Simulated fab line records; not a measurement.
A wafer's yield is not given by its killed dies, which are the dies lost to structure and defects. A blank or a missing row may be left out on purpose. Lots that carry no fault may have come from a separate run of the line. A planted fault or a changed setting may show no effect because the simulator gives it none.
2 desks, one fault / flow n5_finfet / numbers are kept per desk, each desk with only its own; the story behind them comes last

== TOOL OWNER'S DESK, ald_metal-01 ==
The tool's own readings at N5_BEOL_M7_ALD_77 (deposits TaN, target thk 2 nm, pulse time 2 s, purge time 3 s): means of the sampled wafers that have a number, for each lot that ran on this tool. The brackets show how far a lot's mean lies from the usual mean; more than 4 standard deviations puts the lot out of limits, marked OUT.
Columns: A = heater_power_w at N5_BEOL_M7_ALD_77, usual 418 W; B = precursor_vessel_pressure_torr at N5_BEOL_M7_ALD_77, usual 26.25 Torr
lot=L216; first seen here=day 9 04:22; A=417; B=26.24
lot=L220; first seen here=day 10 14:52; A=405; B=26.20
lot=L226; first seen here=day 11 07:31; A=420; B=26.20
lot=L236; first seen here=day 14 01:56; A=432; B=26.27
lot=L237; first seen here=day 14 06:19; A=397; B=26.26
lot=L238; first seen here=day 14 17:14; A=400; B=26.26
Finding of this desk: none of the 6 lots has anything out of limits.

== THE METROLOGY DESK ==
What the gauges read, lot by lot, whatever tool the lot ran on: means of the sampled wafers that have a number. The brackets show how far a lot's mean lies from the usual mean; more than 4 standard deviations puts the lot out of limits, marked OUT. Only the readings that lie furthest out on some lot appear, 7 of the 28 it has.
Columns: A = COMB_M12 at N5_BEOL_M15_RC_MEAS_101, usual 5.9e-12 S/m; B = COMB_M5 at N5_BEOL_M15_RC_MEAS_101, usual 3.6e-11 S/m; C = COMB_M5_max_site at N5_BEOL_M15_RC_MEAS_101, usual 5.2e-11 S/m; D = SERP_M10 at N5_BEOL_M15_RC_MEAS_101, usual 3.04 ohm/um; E = SERP_M7 at N5_BEOL_M15_RC_MEAS_101, usual 13.9 ohm/um; F = SERP_M8 at N5_BEOL_M15_RC_MEAS_101, usual 13.7 ohm/um; G = SERP_M9 at N5_BEOL_M15_RC_MEAS_101, usual 3.06 ohm/um
lot=L216; first seen here=day 9 02:49; A=4.7e-12; B=3.4e-11; C=4.4e-11; D=3.19; E=13.5; F=13.6; G=3.01
lot=L220; first seen here=day 10 14:04; A=6.6e-12; B=3.6e-11; C=4.8e-11; D=3.04; E=14.1; F=14.0; G=3.17
lot=L226; first seen here=day 11 06:39; A=7.1e-12; B=4.9e-11; C=7.8e-11; D=3.04; E=14.7; F=14.0; G=3.05
lot=L230; first seen here=day 12 16:59; A=4.5e-12; B=4.2e-11; C=6.0e-11; D=3.01; E=14.1; F=14.0; G=3.02
lot=L234; first seen here=day 13 13:31; A=8.5e-12; B=2.9e-11; C=4.0e-11; D=3.01; E=14.1; F=13.7; G=3.00
lot=L236; first seen here=day 14 01:06; A=5.6e-12; B=3.1e-11; C=4.5e-11; D=2.97; E=14.0; F=13.3; G=3.04
lot=L237; first seen here=day 14 04:22; A=4.8e-12; B=3.8e-11; C=7.0e-11; D=3.04; E=14.0; F=13.4; G=3.20
lot=L238; first seen here=day 14 16:07; A=5.4e-12; B=3.9e-11; C=5.2e-11; D=3.03; E=13.7; F=14.6; G=3.06
Finding of this desk: none of the 8 lots has anything out of limits.

== PUT TOGETHER ==
Nothing out of limits was seen by the tool owner's desk.
Metrology desk: nothing out of limits seen.

== WHAT THE SIMULATOR PUT IN ==
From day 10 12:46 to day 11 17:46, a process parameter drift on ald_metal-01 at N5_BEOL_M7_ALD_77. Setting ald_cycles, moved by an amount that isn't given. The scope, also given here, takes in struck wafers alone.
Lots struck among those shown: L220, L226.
